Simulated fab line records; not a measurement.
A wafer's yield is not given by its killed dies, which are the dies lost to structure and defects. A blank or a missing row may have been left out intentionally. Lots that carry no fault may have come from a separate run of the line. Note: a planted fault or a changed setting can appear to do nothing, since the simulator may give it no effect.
Matching of chambers :: flow n5-finfet :: 3 sister chambers for N5_BEOL_M2_PRE_CLEAN_60 on cvd-co-02
The step time 15 s. 14 wafers are shown with their chamber, then 6 later ones without.

WAFERS, EACH WITH ITS CHAMBER
wafer: L494.1
chamber: 2
heater-power-w (W): 51

wafer: L494.4
chamber: 2
heater-power-w (W): 53

wafer: L494.6
chamber: 2
heater-power-w (W): 51

wafer: L503.1
chamber: 1
heater-power-w (W): 69

wafer: L503.4
chamber: 0
heater-power-w (W): 112

wafer: L503.6
chamber: 1
heater-power-w (W): 67

wafer: L504.2
chamber: 0
heater-power-w (W): 116

wafer: L504.3
chamber: 1
heater-power-w (W): 67

wafer: L504.5
chamber: 2
heater-power-w (W): 52

wafer: L509.3
chamber: 1
heater-power-w (W): 68

wafer: L509.4
chamber: 1
heater-power-w (W): 67

wafer: L509.6
chamber: 0
heater-power-w (W): 113

wafer: L508.1
chamber: 2
heater-power-w (W): 51

wafer: L508.4
chamber: 1
heater-power-w (W): 68

SIGNATURES (averages over the wafers above)
reading: heater-power-w
chamber 0: 113.67
chamber 1: 67.67
chamber 2: 51.60
scatter within a chamber: 1.18
Rule: for each reading, subtract the chamber's mean from the wafer's reading, divide by that reading's scatter and square the result; add these up over the readings and take the root, which gives the wafer's distance from the chamber. If the next closest chamber is less than 2 further off than the closest, the wafer can't be placed; otherwise it belongs to the closest. The scatter is the square root of a quotient: the sum, over the shown wafers, of each reading's squared deviation from its chamber's mean, divided by wafers minus chambers.

WAFERS WITHOUT THEIR CHAMBER
wafer: L508.6
heater-power-w (W): 52

wafer: L510.5
heater-power-w (W): 53

wafer: L510.6
heater-power-w (W): 68

wafer: L511.2
heater-power-w (W): 110

wafer: L511.3
heater-power-w (W): 70

wafer: L511.4
heater-power-w (W): 52

WHICH CHAMBER EACH ONE RAN IN
wafer: L508.6
from the rows above: 2
in truth: 2

wafer: L510.5
from the rows above: 2
in truth: 2

wafer: L510.6
from the rows above: 1
in truth: 1

wafer: L511.2
from the rows above: 0
in truth: 0

wafer: L511.3
from the rows above: 1
in truth: 1

wafer: L511.4
from the rows above: 2
in truth: 2
Placed correctly: 6 of 6. Left unplaced by these rows: 0. Wrongly placed: 0.
